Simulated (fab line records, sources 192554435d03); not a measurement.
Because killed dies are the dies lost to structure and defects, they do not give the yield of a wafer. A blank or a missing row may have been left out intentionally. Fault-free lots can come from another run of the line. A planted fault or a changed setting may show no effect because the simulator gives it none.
fab line records    flow n5_finfet
[record] lots = 7  wafers = 21
route steps=1938 shown SD_EPI_P@321 SD_ACTIVATION@331 SDB@368 HKMG_FIN@438 GATE_CUT@484 MOL_CONTACT_COAG@565
start_h: the number of hours between the record's first day and the start of the first shown wafer of the lot    wait_h: how many hours have passed since the lot's step before this one    " identical to the entry in the row above    L1.1+2: a row that stands for several wafers    - no value present, or no start provided    * or withheld: withheld    < > ~ a bound
route shown NAME@n: NAME is a module with steps in the file, n the number in the route of the first one    usual: average and standard deviation across the fault-free wafers    same: alike in all rows    chamber/n: place in a boat    sites: the reading at each site    _std_site: their standard deviation    _edge_site: inner sites' mean taken away from outer sites' mean    radius_mm: how far each site lies from the wafer's centre    mask NAME#n: copy n    behind: the last tool/chamber to shape the wafer    hold: why the lot was held/for how many hours/how that ended    device: which transistor (n, p or np) failed to switch    end of line: the route-end tests of the same wafers    where a step has no rows: the recipe by itself    killed: at the first sort, the dies lost to defects and structure; wafer yield is something else    map: a wafer's dies, marking killed ones x, the rest . and places with no die _
set.NAME: the setting the step ran with; set.NAME@STEP: the setting that earlier step ran with    model.NAME: the simulator's own value behind a step, which no gauge read
lots where settings were altered on purpose, with a table for each step and a row for each wafer
[[steps]]
[step N5_SD_EPI_P_EPI_21]
[recipe] material = SiGe:B  dopant = B  temp_c = 550  pressure_torr = 20  ambient = H2  time_s = 355
lot.wafer  tool          chamber  start_h  wait_h  set.temp_c  model.SiGe-B_of_SD_EPI_P_EPI_21.thk_nm
L076.3     epi_rpcvd-03  0        67.92    1.1     550         61.2
L076.4     "             0        "        "       550         60.2
L076.6     "             0        "        "       550         61.8
L077.3     epi_rpcvd-01  0        74.25    0.8     550         60.4
L077.5     "             0        "        "       552.7       65.4
L077.6     "             0        "        "       550         61
L078.4+6   epi_rpcvd-01  0        80.92    1.1     550         61.8
L078.5     "             0        "        "       548.4       59
L082.2     epi_rpcvd-04  0        105.50   0.6     550         60.6
L082.4     "             0        "        "       550         60.2
L082.6     "             0        "        "       550         60.4
L083.3     epi_rpcvd-01  0        115.11   0.8     550         63
L083.5+6   "             0        "        "       550         61.6
L090.3     epi_rpcvd-04  0        150.90   0.8     550         61.2
L090.4     "             0        "        "       550         60.4
L090.6     "             0        "        "       552.5       65.2
L094.2+3   epi_rpcvd-01  0        175.51   0.6     550         61
L094.4     "             0        "        "       550         61.4
[step N5_SD_EPI_P_HM_STRIP_48]
[recipe] chemistry = H3PO4  temp_c = 160  material = SiNx  target = SiNx  target_depth_a = 30  overetch_fraction = 0.3
lot.wafer  tool          chamber  start_h  wait_h  set.temp_c@SD_EPI_P_EPI_21  model.SiGe-B_of_SD_EPI_P_EPI_21.thk_nm
L076.3     wet_bench-04  2        69.91    0.0     550                         60.8
L076.4     "             0        "        "       550                         60
L076.6     "             5        "        "       550                         61.6
L077.3     wet_bench-04  4        75.76    0.0     550                         60.2
L077.5     "             5        "        "       552.7                       65.2
L077.6     "             1        "        "       550                         60.8
L078.4     wet_bench-01  3        82.09    0.0     550                         61.6
L078.5     "             1        "        "       548.4                       58.8
L078.6     "             0        "        "       550                         61.4
L082.2+6   wet_bench-02  3,4      107.97   0.0     550                         60.2
L082.4     "             7        "        "       550                         59.8
L083.3     wet_bench-02  7        116.63   0.0     550                         62.8
L083.5+6   "             6,0      "        "       550                         61.2
L090.3     wet_bench-01  1        152.41   0.0     550                         61
L090.4     "             5        "        "       550                         60.2
L090.6     "             0        "        "       552.5                       64.8
L094.2+3   wet_bench-01  2,6      177.98   0.0     550                         60.6
L094.4     "             4        "        "       550                         61
[step N5_SD_ACTIVATION_LSA_01]
[recipe] temp_c = 1080  time_s = 0.0008  ambient = N2
[usual] wafer_temp_C_max = 1084.5/1
lot.wafer  tool             chamber  start_h  wait_h  set.temp_c  wafer_temp_C_max
L076.3     laser_anneal-01  0        70.44    0.2     1080        1083.9
L076.4     "                0        "        "       1080        1084.7
L076.6     "                0        "        "       1080        1085.1
L077.3     laser_anneal-02  0        76.20    0.2     1080        1083.8
L077.5     "                0        "        "       1062        1066.2
L077.6     "                0        "        "       1080        1083.9
L078.4     laser_anneal-01  0        82.66    0.2     1080        1084.1
L078.5     "                0        "        "       1065        1069.8
L078.6     "                0        "        "       1080        1086.1
L082.2     laser_anneal-01  0        108.37   0.2     1080        1084.7
L082.4     "                0        "        "       1080        1085.4
L082.6     "                0        "        "       1080        1085.0
L083.3     laser_anneal-02  0        117.23   0.2     1080        1084.0
L083.5     "                0        "        "       1080        1083.2
L083.6     "                0        "        "       1080        1083.3
L090.3     laser_anneal-01  0        153.02   0.2     1080        1083.9
L090.4     "                0        "        "       1080        1085.6
L090.6     "                0        "        "       1080        1085.0
L094.2     laser_anneal-01  0        178.42   0.2     1067        1072.7
L094.3     "                0        "        "       1080        1084.6
L094.4     "                0        "        "       1080        1084.7
[step N5_SD_ACTIVATION_RS_MEAS_03]
[recipe] thk_meas_gauge = four-point-probe
[usual] RS_SD_N = 21.86/0.28  RS_SD_P = 55.9/0.89
lot.wafer  tool           chamber  start_h  wait_h  set.temp_c@SD_EPI_P_EPI_21  set.temp_c@SD_ACTIVATION_LSA_01  RS_SD_N[ohm/sq]  RS_SD_P[ohm/sq]
L076.3     film_metro-01  -        70.62    0.2     550                         1080                             21.44            56.1
L076.4     "              -        "        "       550                         1080                             21.35            57.1
L076.6     "              -        "        "       550                         1080                             21.54            55.3
L077.3     film_metro-02  -        76.39    0.2     550                         1080                             21.87            56.6
L077.5     "              -        "        "       552.7                       1062                             23.98            52.3
L077.6     "              -        "        "       550                         1080                             22.02            55.7
L078.4     film_metro-01  -        82.84    0.1     550                         1080                             22.11            55.7
L078.5     "              -        "        "       548.4                       1065                             23.98            59.4
L078.6     "              -        "        "       550                         1080                             22.03            56.2
L082.2     film_metro-02  -        108.56   0.2     550                         1080                             22.01            56.5
L082.4     "              -        "        "       550                         1080                             21.74            56.1
L082.6     "              -        "        "       550                         1080                             21.72            56.0
L083.3     film_metro-01  -        117.41   0.2     550                         1080                             22.13            54.6
L083.5     "              -        "        "       550                         1080                             22.42            54.7
L083.6     "              -        "        "       550                         1080                             22.33            55.1
L090.3     film_metro-02  -        153.21   0.2     550                         1080                             22.56            54.9
L090.4     "              -        "        "       550                         1080                             22.30            55.9
L090.6     "              -        "        "       552.5                       1080                             22.11            51.7
L094.2     film_metro-02  -        178.61   0.2     550                         1067                             23.40            57.1
L094.3     "              -        "        "       550                         1080                             21.65            56.3
L094.4     "              -        "        "       550                         1080                             22.19            56.8
[step N5_SDB_ETCH_25]
[recipe] chemistry = C4F6/O2  target = SiO2  target_depth_a = 100  time_s = 3.3  ion_energy_ev = 250  mask_material = SiNx  pressure_mtorr = 30  source_w = 345  bias_w = 185  Ar_flow_sccm = 300  C4F6_flow_sccm = 10  O2_flow_sccm = 10
lot.wafer  tool         chamber  start_h  wait_h  set.time_s  model.etch.depth_nm
L076.3     rie_diel-02  1        78.15    0.0     3.3         9.947
L076.4     "            3        "        "       3.3         9.75
L076.6     "            1        "        "       3.3         9.961
L077.3     rie_diel-02  1        84.17    0.0     2.973       8.985
L077.5     "            0        "        "       3.3         9.914
L077.6     "            3        "        "       2.973       8.858
L078.4     rie_diel-02  0        90.37    0.0     3.3         9.951
L078.5     "            3        "        "       3.959       11.81
L078.6     "            0        "        "       3.959       11.89
L082.2     rie_diel-04  0        117.43   0.0     3.3         9.9
L082.4     "            2        "        "       3.3         9.929
L082.6     "            3        "        "       3.3         10.02
L083.3     rie_diel-02  3        125.43   0.3     3.3         9.914
L083.5     "            0        "        "       3.858       11.65
L083.6     "            3        "        "       3.3         9.936
L090.3     rie_diel-02  3        162.19   0.8     3.912       11.64
L090.4     "            1        "        "       3.912       11.78
L090.6     "            3        "        "       3.3         9.915
L094.2     rie_diel-02  2        186.18   0.0     3.3         10.01
L094.3     "            1        "        "       3.3         9.913
L094.4     "            3        "        "       3.3         9.803
[step N5_SDB_ALD_29]
[recipe] material = SiNx  target_thk_a = 300  temp_c = 400  ald_precursor_family = SiH2I2  ald_co_reactant = N2/H2-plasma  pulse_time_s = 1  ald_cycles = 600  purge_time_s = 2  co_reactant_purge_time_s = 2  pressure_torr = 2
lot.wafer   tool        chamber  start_h  wait_h  set.ald_cycles  model.SiNx_of_SDB_ALD_29.thk_nm
L076.3+4+6  ald_sin-03  2,3,2    78.60    0.2     600             30
L077.3+5    ald_sin-04  2,1      84.44    0.0     600             30.2
L077.6      "           2        85.79    1.4     600             30
L078.4      ald_sin-02  3        90.63    0.0     644             32.4
L078.5      "           1        91.98    1.4     644             32.2
L078.6      "           2        "        "       600             30.2
L082.2      ald_sin-04  2        117.70   0.0     691             34.8
L082.4      "           3        "        "       600             30
L082.6      "           1        119.05   1.4     600             30.2
L083.3      ald_sin-02  2        125.97   0.3     600             30
L083.5      "           2        127.32   1.7     600             30.2
L083.6      "           3        "        "       675             33.8
L090.3+4    ald_sin-04  1,2      162.46   0.0     660             33
L090.6      "           2        163.81   1.4     600             30
L094.2      ald_sin-03  1        186.61   0.2     566             28.6
L094.3      "           2        "        "       600             30.2
L094.4      "           0        "        "       566             28.4
[step N5_SDB_CMP_30]
[recipe] stop_on = poly-Si  t_overpolish_s = 1.54  post_cmp_clean = alkaline_brush  down_force_psi = 4.1491  platen_rpm = 51.796  pad_velocity_m_s = 1.0306  target_thk_nm = 30
lot.wafer   tool    chamber  start_h  wait_h  set.ald_cycles@SDB_ALD_29  model.SiNx_of_SDB_ALD_29.thk_nm
L076.4+3+6  cmp-04  2,3,1    81.41    0.1     600                        30
L077.3+5    cmp-04  0,1      87.29    1.5     600                        30.2
L077.6      "       2        "        "       600                        30
L078.4      cmp-03  2        93.44    1.5     644                        29.6
L078.6      "       0        "        "       600                        30.2
L078.5      "       1        "        "       644                        29.8
L082.4      cmp-03  3        120.43   1.4     600                        30
L082.2      "       2        "        "       691                        30.4
L082.6      "       0        "        "       600                        30.2
L083.3      cmp-02  2        128.83   1.5     600                        30
L083.5      "       0        "        "       600                        30.2
L083.6      "       1        "        "       675                        31.8
L090.3      cmp-03  3        165.23   1.4     660                        30.4
L090.4      "       0        "        "       660                        30.2
L090.6      "       3        "        "       600                        30
L094.4      cmp-04  2        189.34   1.4     566                        28.4
L094.2      "       0        "        "       566                        28.6
L094.3      "       1        "        "       600                        30.2
[step N5_HKMG_FIN_ETCH_35]
[recipe] chemistry = N2/H2  target = SOC  target_depth_a = 2158  ion_energy_ev = 65  bias_w = 5  source_w = 3000  time_s = 243.4  pressure_mtorr = 30  n2_flow_sccm = 200  h2_flow_sccm = 200
[usual] rf_vpp_V = 141.6/1.1
lot.wafer  tool         chamber  start_h  wait_h  set.source_w  rf_vpp_V  model.SOC_of_HKMG_FIN_COAT_29.thk_nm  model.etch.depth_nm  model.HKMG_FIN.feature_depth_nm
L076.3     rie_diel-02  0        87.15    0.0     3000          141.8     85                                    215.9                216
L076.4     "            3        "        "       3000          141.4     90                                    210.9                210.8
L076.6     "            2        "        "       3000          140.6     83.6                                  217.3                217.2
L077.3     rie_diel-02  2        93.06    0.0     3000          141.7     81.2                                  219                  219
L077.5     "            2        "        "       3000          141.7     80.2                                  220.3                220.4
L077.6     "            1        "        "       3000          142.3     84.2                                  216                  216
L078.4     rie_diel-04  3        99.18    0.0     3000          141.4     87.2                                  213.4                213.4
L078.5     "            3        "        "       3000          141.5     86.8                                  214                  214
L078.6     "            0        "        "       3315          136.6     67.4                                  233.2                233.2
L082.2     rie_diel-05  1        126.41   0.0     2590          147.1     114.2                                 185                  185
L082.4     "            2        "        "       3000          142.7     83.6                                  215.1                215
L082.6     "            3        "        "       2590          151.4     112                                   186.8                186.8
L083.3     rie_diel-02  1        134.74   0.0     3000          143.0     82.8                                  216.7                216.8
L083.5     "            2        "        "       3000          141.6     83.4                                  216                  216
L083.6     "            3        "        "       2819          144.8     100                                   199.6                199.6
L090.3     rie_diel-02  1        171.72   0.0     3000          141.2     85                                    214                  214
L090.4     "            2        "        "       2496          151.9     115                                   184.4                184.4
L090.6     "            0        "        "       3000          141.3     85.2                                  214.2                214.2
L094.2     rie_diel-04  0        195.00   0.0     3000          141.1     79.8                                  222.2                222.2
L094.3     "            2        "        "       3464          133.7     59.2                                  241.1                241.2
L094.4     "            1        "        "       3000          142.7     86.4                                  215.5                215.6
[step N5_GATE_CUT_EXPOSE_10]
[recipe] mask_id = GATE_CUT  na = 0.33  source_shape = annular  sigma_inner = 0.35  sigma_outer = 0.8  polarization = unpolarized  target_cd_nm = 20  dose_mj = 43.25
lot.wafer   tool            chamber  start_h  wait_h  mask        set.dose_mj
L076.3+4+6  euv_scanner-02  0        97.05    -       GATE_CUT#0  43.25
L077.3+5    euv_scanner-02  0        102.85   -       GATE_CUT#0  43.25
L077.6      "               0        "        "       GATE_CUT#0  40.04
L078.4+5+6  euv_scanner-01  0        107.00   -       GATE_CUT#0  43.25
L082.2+6    euv_scanner-01  0        134.08   -       GATE_CUT#0  46.31
L082.4      "               0        "        "       GATE_CUT#0  43.25
L083.3+5+6  euv_scanner-01  0        142.54   -       GATE_CUT#0  43.25
L090.3+4+6  euv_scanner-01  0        180.56   -       GATE_CUT#0  43.25
L094.2      euv_scanner-02  0        202.98   -       GATE_CUT#0  44.28
L094.3+4    "               0        "        "       GATE_CUT#0  43.25
[step N5_GATE_CUT_PEB_11]
[recipe] peb_temp_c = 100  peb_time_s = 60  resist = CAR-EUV
[step N5_GATE_CUT_DEVELOP_12]
[recipe] develop_time_s = 30  developer = TMAH  resist = CAR-EUV  rinse_liquid = surfactant_rinse  dry = air_spin  dev_temp_c = 23
[step N5_GATE_CUT_CD_MEAS_13]
[recipe] target_cd_nm = 20  landing_energy_ev = 500  detector = se_inlens
[usual] cd_nm = 20.03/0.23
lot.wafer  tool       chamber  start_h  wait_h  set.dose_mj@GATE_CUT_EXPOSE_10  cd_nm
L076.3     cd_sem-01  0        97.17    -       43.25                           20.29
L076.4     "          0        "        "       43.25                           20.13
L076.6     "          0        "        "       43.25                           20.20
L077.3     cd_sem-02  0        102.97   -       43.25                           20.27
L077.5     "          0        "        "       43.25                           19.95
L077.6     "          0        "        "       40.04                           18.52
L078.4     cd_sem-02  0        107.12   -       43.25                           20.17
L078.5     "          0        "        "       43.25                           20.40
L078.6     "          0        "        "       43.25                           20.37
L082.2     cd_sem-02  0        134.21   -       46.31                           21.48
L082.4     "          0        "        "       43.25                           20.59
L082.6     "          0        "        "       46.31                           21.43
L083.3     cd_sem-01  0        142.66   -       43.25                           20.34
L083.5     "          0        "        "       43.25                           19.92
L083.6     "          0        "        "       43.25                           20.00
L090.3     cd_sem-01  0        180.68   -       43.25                           20.31
L090.4     "          0        "        "       43.25                           20.35
L090.6     "          0        "        "       43.25                           20.26
L094.2     cd_sem-02  0        203.11   -       44.28                           20.18
L094.3     "          0        "        "       43.25                           20.58
L094.4     "          0        "        "       43.25                           20.19
[step N5_GATE_CUT_DESCUM_18]
[recipe] chemistry = O2  time_s = 7  source_power_w = 50  bias_power_w = 20  pressure_mtorr = 20  rf_frequency_hz = 2.712e+07  temp_c = 40  resist = CAR-EUV  o2_flow_sccm = 225
lot.wafer   tool         chamber  start_h  wait_h  set.dose_mj@GATE_CUT_EXPOSE_10  model.GATE_CUT.cd_nm
L076.3+4    rie_diel-01  0,2      97.29    0.0     43.25                           20
L076.6      "            2        "        "       43.25                           20.2
L077.3+5    rie_diel-06  1,3      103.10   0.0     43.25                           20.2
L077.6      "            0        "        "       40.04                           18
L078.4+5+6  rie_diel-03  2,0,1    107.25   0.0     43.25                           20.2
L082.2      rie_diel-01  1        134.45   0.2     46.31                           21.6
L082.4      "            3        "        "       43.25                           20
L082.6      "            1        "        "       46.31                           21.4
L083.3      rie_diel-06  2        142.78   0.0     43.25                           20.4
L083.5+6    "            1,2      "        "       43.25                           20
L090.3+4+6  rie_diel-01  1,2,2    180.93   0.2     43.25                           20.2
L094.2      rie_diel-01  3        203.31   0.1     44.28                           20.2
L094.3      "            2        "        "       43.25                           20
L094.4      "            0        "        "       43.25                           19.8
[step N5_GATE_CUT_ETCH_28]
[recipe] chemistry = N2/H2  target = underlayer  target_depth_a = 130  mask_material = CAR-EUV  time_s = 10.4  ion_energy_ev = 200  pressure_mtorr = 30  source_w = 840  bias_w = 150  n2_flow_sccm = 200  h2_flow_sccm = 200  ends = cleared
lot.wafer   tool         chamber  start_h  wait_h  set.dose_mj@GATE_CUT_EXPOSE_10  model.GATE_CUT.cd_nm
L076.3+4    rie_diel-01  0,2      97.33    0.0     43.25                           20
L076.6      "            2        "        "       43.25                           20.2
L077.3      rie_diel-06  1        103.14   0.0     43.25                           20
L077.5      "            3        "        "       43.25                           20.2
L077.6      "            0        "        "       40.04                           18
L078.4+5+6  rie_diel-03  2,0,1    107.28   0.0     43.25                           20.2
L082.2      rie_diel-01  1        134.49   0.0     46.31                           21.6
L082.4      "            3        "        "       43.25                           20
L082.6      "            1        "        "       46.31                           21.4
L083.3      rie_diel-06  2        142.82   0.0     43.25                           20.4
L083.5+6    "            1,2      "        "       43.25                           20
L090.3+4+6  rie_diel-01  1,2,2    180.96   0.0     43.25                           20.2
L094.2      rie_diel-01  3        203.35   0.0     44.28                           20.2
L094.3+4    "            2,0      "        "       43.25                           19.8
[step N5_GATE_CUT_ETCH_36]
[recipe] chemistry = CF4  target = SiARC  target_depth_a = 130  mask_material = CAR-EUV  time_s = 21.7  ion_energy_ev = 80  pressure_mtorr = 40  source_w = 545  bias_w = 36  Ar_flow_sccm = 100  cf4_flow_sccm = 100  ends = cleared
lot.wafer   tool         chamber  start_h  wait_h  set.dose_mj@GATE_CUT_EXPOSE_10  model.GATE_CUT.cd_nm
L076.3+4    rie_diel-01  0,2      97.35    0.0     43.25                           20
L076.6      "            2        "        "       43.25                           20.2
L077.3+5    rie_diel-06  1,3      103.16   0.0     43.25                           20.2
L077.6      "            0        "        "       40.04                           18
L078.4+5+6  rie_diel-03  2,0,1    107.30   0.0     43.25                           20.2
L082.2+6    rie_diel-01  1        134.50   0.0     46.31                           21.6
L082.4      "            3        "        "       43.25                           20
L083.3      rie_diel-06  2        142.84   0.0     43.25                           20.4
L083.5+6    "            1,2      "        "       43.25                           20
L090.3+4+6  rie_diel-01  1,2,2    180.98   0.0     43.25                           20.4
L094.2      rie_diel-01  3        203.37   0.0     44.28                           20.2
L094.3      "            2        "        "       43.25                           20
L094.4      "            0        "        "       43.25                           19.8
[step N5_GATE_CUT_ETCH_37]
[recipe] chemistry = N2/H2  target = SOC  target_depth_a = 600  overetch_a = 120  mask_material = SiARC  temp_c = 40  time_s = 90  ion_energy_ev = 200  pressure_mtorr = 30  source_w = 840  bias_w = 150  n2_flow_sccm = 200  h2_flow_sccm = 200
lot.wafer  tool         chamber  start_h  wait_h  set.dose_mj@GATE_CUT_EXPOSE_10  model.GATE_CUT.cd_nm
L076.3+4   rie_diel-01  0,2      97.37    0.0     43.25                           20
L076.6     "            2        "        "       43.25                           20.2
L077.3     rie_diel-06  1        103.18   0.0     43.25                           20
L077.5     "            3        "        "       43.25                           20.2
L077.6     "            0        "        "       40.04                           18.2
L078.4+6   rie_diel-03  2,1      107.35   0.0     43.25                           20.2
L078.5     "            0        "        "       43.25                           20.4
L082.2     rie_diel-01  1        134.53   0.0     46.31                           21.6
L082.4     "            3        "        "       43.25                           20
L082.6     "            1        "        "       46.31                           21.4
L083.3     rie_diel-06  2        142.86   0.0     43.25                           20.4
L083.5     "            1        "        "       43.25                           20.2
L083.6     "            2        "        "       43.25                           20
L090.3     rie_diel-01  1        181.01   0.0     43.25                           20.4
L090.4+6   "            2        "        "       43.25                           20.2
L094.2     rie_diel-01  3        203.39   0.0     44.28                           20.2
L094.3     "            2        "        "       43.25                           20
L094.4     "            0        "        "       43.25                           19.8
[step N5_MOL_CONTACT_COAG_COAT_76]
[recipe] resist = SiARC  temp_c = 220  time_s = 60  spin_rpm = 1500  resist_thk_nm = 10
lot.wafer   tool            chamber  start_h  wait_h  set.spin_rpm
L076.3+4+6  litho_track-04  0        -        -       1500
L077.3+5+6  litho_track-04  0        -        -       1500
L078.4+5+6  litho_track-01  0        -        -       1500
L082.2      litho_track-03  0        -        -       1457
L082.4+6    "               0        "        "       1500
L083.3+5    litho_track-01  0        -        -       1500
L083.6      "               0        "        "       1372
L090.3+4+6  litho_track-03  0        -        -       1500
L094.2+3+4  litho_track-01  0        -        -       1500
[step N5_MOL_CONTACT_COAG_COAT_77]
[recipe] resist = underlayer  temp_c = 205  time_s = 60  spin_rpm = 1500  resist_thk_nm = 10
[step N5_MOL_CONTACT_COAG_COAT_78]
[recipe] resist = CAR-EUV  spin_rpm = 1500  resist_thk_nm = 40
[step N5_MOL_CONTACT_COAG_DESCUM_88]
[recipe] chemistry = O2  time_s = 7  source_power_w = 50  bias_power_w = 20  pressure_mtorr = 20  rf_frequency_hz = 2.712e+07  temp_c = 40  resist = CAR-EUV  o2_flow_sccm = 225
[step N5_MOL_CONTACT_COAG_ETCH_89]
[recipe] chemistry = N2/H2  target = underlayer  target_depth_a = 130  mask_material = CAR-EUV  time_s = 10.4  ion_energy_ev = 200  pressure_mtorr = 30  source_w = 840  bias_w = 150  n2_flow_sccm = 200  h2_flow_sccm = 200  ends = cleared
[step N5_MOL_CONTACT_COAG_ETCH_90]
[recipe] chemistry = CF4  target = SiARC  target_depth_a = 130  mask_material = CAR-EUV  time_s = 21.7  ion_energy_ev = 80  pressure_mtorr = 40  source_w = 545  bias_w = 36  Ar_flow_sccm = 100  cf4_flow_sccm = 100  ends = cleared
[usual] etch_rf_on_time_s = 21.78/0.27
lot.wafer  tool         chamber  start_h  wait_h  set.spin_rpm@MOL_CONTACT_COAG_COAT_76  etch_rf_on_time_s  model.etch.depth_nm
L076.3     rie_diel-02  1        113.15   0.0     1500                                   21.73              10.01
L076.4     "            2        "        "       1500                                   21.52              10
L076.6     "            2        "        "       1500                                   21.56              10.01
L077.3     rie_diel-04  1        116.67   0.0     1500                                   21.81              10.03
L077.5     "            1        "        "       1500                                   21.51              10.02
L077.6     "            2        "        "       1500                                   21.84              10.03
L078.4     rie_diel-04  3        121.67   0.0     1500                                   21.68              10.03
L078.5     "            1        "        "       1500                                   21.64              10.02
L078.6     "            2        "        "       1500                                   21.61              10.02
L082.2     rie_diel-02  3        147.12   0.0     1457                                   22.34              10.12
L082.4     "            1        "        "       1500                                   21.43              9.981
L082.6     "            3        "        "       1500                                   21.99              9.988
L083.3     rie_diel-02  2        158.96   0.0     1500                                   21.80              10.06
L083.5     "            0        "        "       1500                                   21.90              10.06
L083.6     "            3        "        "       1372                                   23.62              10.53
L090.3     rie_diel-02  0        195.00   0.0     1500                                   21.90              9.986
L090.4     "            1        "        "       1500                                   21.65              10
L090.6     "            3        "        "       1500                                   22.41              10.01
L094.2     rie_diel-04  1        216.17   0.0     1500                                   21.73              9.983
L094.3     "            0        "        "       1500                                   21.10              10.01
L094.4     "            2        "        "       1500                                   21.68              9.997
[[key]]
[split] step = N5_SD_EPI_P_EPI_21  setting = temp_c  stated = 550  by = wafer
[response] step = N5_SD_EPI_P_EPI_21  reading = model.SiGe-B_of_SD_EPI_P_EPI_21.thk_nm  change = +9.62  per = 1%  r = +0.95
[response] step = N5_SD_EPI_P_HM_STRIP_48  reading = model.SiGe-B_of_SD_EPI_P_EPI_21.thk_nm  change = +9.4  per = 1%  r = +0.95
[response] step = N5_SD_ACTIVATION_RS_MEAS_03  reading = RS_SD_P  change = -8.59  per = 1%  r = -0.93
[split] step = N5_SD_ACTIVATION_LSA_01  setting = temp_c  stated = 1080  by = wafer
[response] step = N5_SD_ACTIVATION_LSA_01  reading = wafer_temp_C_max  change = *  per = 1%  r = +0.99
[response] step = N5_SD_ACTIVATION_RS_MEAS_03  reading = RS_SD_N  change = -1.27  per = 1%  r = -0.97
[split] step = N5_SDB_ETCH_25  setting = time_s  stated = 3.3  by = wafer
[response] step = N5_SDB_ETCH_25  reading = model.etch.depth_nm  change = +0.0978  per = 1%  r = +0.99
[split] step = N5_SDB_ALD_29  setting = ald_cycles  stated = 600  by = wafer
[response] step = N5_SDB_ALD_29  reading = model.SiNx_of_SDB_ALD_29.thk_nm  change = +0.302  per = 1%  r = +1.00
[response] step = N5_SDB_CMP_30  reading = model.SiNx_of_SDB_ALD_29.thk_nm  shape = bent  at_lowest = 28.5  at_stated = 30.09  at_highest = 30.4
[split] step = N5_HKMG_FIN_ETCH_35  setting = source_w  stated = 3000  by = wafer
[response] step = N5_HKMG_FIN_ETCH_35  reading = rf_vpp_V  change = -0.538  per = 1%  r = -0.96
[response] step = N5_HKMG_FIN_ETCH_35  reading = model.SOC_of_HKMG_FIN_COAT_29.thk_nm  change = -1.85  per = 1%  r = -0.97
[response] step = N5_HKMG_FIN_ETCH_35  reading = model.etch.depth_nm  change = +1.81  per = 1%  r = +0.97
[response] step = N5_HKMG_FIN_ETCH_35  reading = model.HKMG_FIN.feature_depth_nm  change = +1.81  per = 1%  r = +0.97
[split] step = N5_GATE_CUT_EXPOSE_10  setting = dose_mj  stated = 43.25  by = wafer
[response] step = N5_GATE_CUT_CD_MEAS_13  reading = cd_nm  change = +0.157  per = 1%  r = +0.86
[response] step = N5_GATE_CUT_DESCUM_18  reading = model.GATE_CUT.cd_nm  change = +0.25  per = 1%  r = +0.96
[response] step = N5_GATE_CUT_ETCH_28  reading = model.GATE_CUT.cd_nm  change = +0.245  per = 1%  r = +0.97
[response] step = N5_GATE_CUT_ETCH_36  reading = model.GATE_CUT.cd_nm  change = +0.256  per = 1%  r = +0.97
[response] step = N5_GATE_CUT_ETCH_37  reading = model.GATE_CUT.cd_nm  change = +0.229  per = 1%  r = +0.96
[split] step = N5_MOL_CONTACT_COAG_COAT_76  setting = spin_rpm  stated = 1500  by = wafer
[response] step = N5_MOL_CONTACT_COAG_ETCH_90  reading = etch_rf_on_time_s  change = *  per = 1%  r = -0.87
[response] step = N5_MOL_CONTACT_COAG_ETCH_90  reading = model.etch.depth_nm  change = -0.0544  per = 1%  r = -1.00
